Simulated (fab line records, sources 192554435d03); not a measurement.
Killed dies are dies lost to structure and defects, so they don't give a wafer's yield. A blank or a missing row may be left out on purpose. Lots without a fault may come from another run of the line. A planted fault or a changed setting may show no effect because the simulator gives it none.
One fault seen from 2 desks | flow n5_finfet | each desk has only its own numbers; what lay behind them comes last

THE TOOL OWNER'S DESK: rie_diel-03
The tool's own readings at N5_BEOL_M0_ETCH_138 (etches SiCN in CH3F/O2, target depth 12 nm, time 31.6 s): means of the sampled wafers that have a number, for each lot that ran on this tool. A lot is out of limits, marked OUT, if its mean lies more than 4 standard deviations from the usual mean; the brackets give that distance.
Columns: A = drypump_motor_current_A at N5_BEOL_M0_ETCH_138, usual 5.9 A; B = etch_rf_on_time_s at N5_BEOL_M0_ETCH_138, usual 29.3 s; C = oes_product_au at N5_BEOL_M0_ETCH_138, usual 0.66 a.u.; D = rf_fwd_power_W at N5_BEOL_M0_ETCH_138, usual 386.4 W; E = rf_vpp_V at N5_BEOL_M0_ETCH_138, usual 297.5 V; F = showerhead_plenum_p_Torr at N5_BEOL_M0_ETCH_138, usual 2.01 Torr; G = throttle_valve_pct at N5_BEOL_M0_ETCH_138, usual 16.38 %
lot  | first seen here | A   | B    | C    | D     | E     | F    | G
L931 | day 7 01:52     | 5.9 | 28.7 | 0.68 | 386.2 | 296.7 | 2.00 | 16.35
L932 | day 7 02:20     | 6.2 | 29.9 | 0.66 | 385.0 | 297.5 | 1.99 | 16.44
L943 | day 9 07:55     | 5.7 | 29.9 | 0.69 | 386.4 | 297.1 | 2.00 | 16.29
L949 | day 10 16:14    | 5.6 | 27.0 | 0.67 | 386.8 | 297.5 | 2.00 | 16.46
L951 | day 11 04:28    | 5.8 | 25.6 | 0.71 | 385.4 | 296.5 | 1.95 | 16.04
This desk's finding: nothing out of limits on any of the 5 lots.

THE METROLOGY DESK
What the gauges read, lot by lot, whatever tool the lot ran on: means of the sampled wafers that have a number. A lot is out of limits, marked OUT, if its mean lies more than 4 standard deviations from the usual mean; the brackets give that distance. Of its 10 readings 7 are shown: those that lie furthest out on some lot.
Columns: A = DIBL_N at N5_BEOL_M4_RC_MEAS_101, usual 36.6 mV/V; B = DIBL_P at N5_BEOL_M4_RC_MEAS_101, usual 36.5 mV/V; C = IOFF_N at N5_BEOL_M4_RC_MEAS_101, usual 0.17 nA/um; D = IOFF_P at N5_BEOL_M4_RC_MEAS_101, usual 0.22 nA/um; E = SS_N at N5_BEOL_M4_RC_MEAS_101, usual 71.7 mV/dec; F = SS_P at N5_BEOL_M4_RC_MEAS_101, usual 73.4 mV/dec; G = VT_N at N5_BEOL_M4_RC_MEAS_101, usual 249 mV
lot  | first seen here | A    | B    | C    | D    | E    | F    | G
L931 | day 8 23:49     | 34.5 | 33.4 | 0.14 | 0.20 | 70.3 | 72.9 | 250
L932 | day 9 02:56     | 38.8 | 37.3 | 0.20 | 0.23 | 72.8 | 74.1 | 248
L937 | day 9 17:14     | 33.4 | 34.6 | 0.11 | 0.17 | 71.2 | 72.9 | 255
L939 | day 10 02:13    | 36.6 | 37.2 | 0.17 | 0.25 | 72.0 | 73.9 | 248
L941 | day 11 02:28    | 35.9 | 35.7 | 0.15 | 0.18 | 72.0 | 73.4 | 250
L942 | day 11 10:14    | 35.5 | 34.4 | 0.15 | 0.19 | 71.5 | 72.5 | 250
L944 | day 11 13:39    | 36.9 | 37.1 | 0.18 | 0.22 | 71.4 | 73.8 | 247
L943 | day 12 05:52    | 35.9 | 37.0 | 0.15 | 0.23 | 71.4 | 73.6 | 252
L949 | day 12 18:49    | 37.0 | 37.5 | 0.18 | 0.24 | 71.7 | 73.3 | 246
L951 | day 14 02:22    | 38.7 | 40.8 | 0.23 | 0.30 | 72.0 | 74.7 | 246
This desk's finding: nothing out of limits on any of the 10 lots.

PUT TOGETHER
The tool owner's desk saw nothing out of limits.
The metrology desk saw nothing out of limits.

WHAT THE SIMULATOR HAD PUT IN
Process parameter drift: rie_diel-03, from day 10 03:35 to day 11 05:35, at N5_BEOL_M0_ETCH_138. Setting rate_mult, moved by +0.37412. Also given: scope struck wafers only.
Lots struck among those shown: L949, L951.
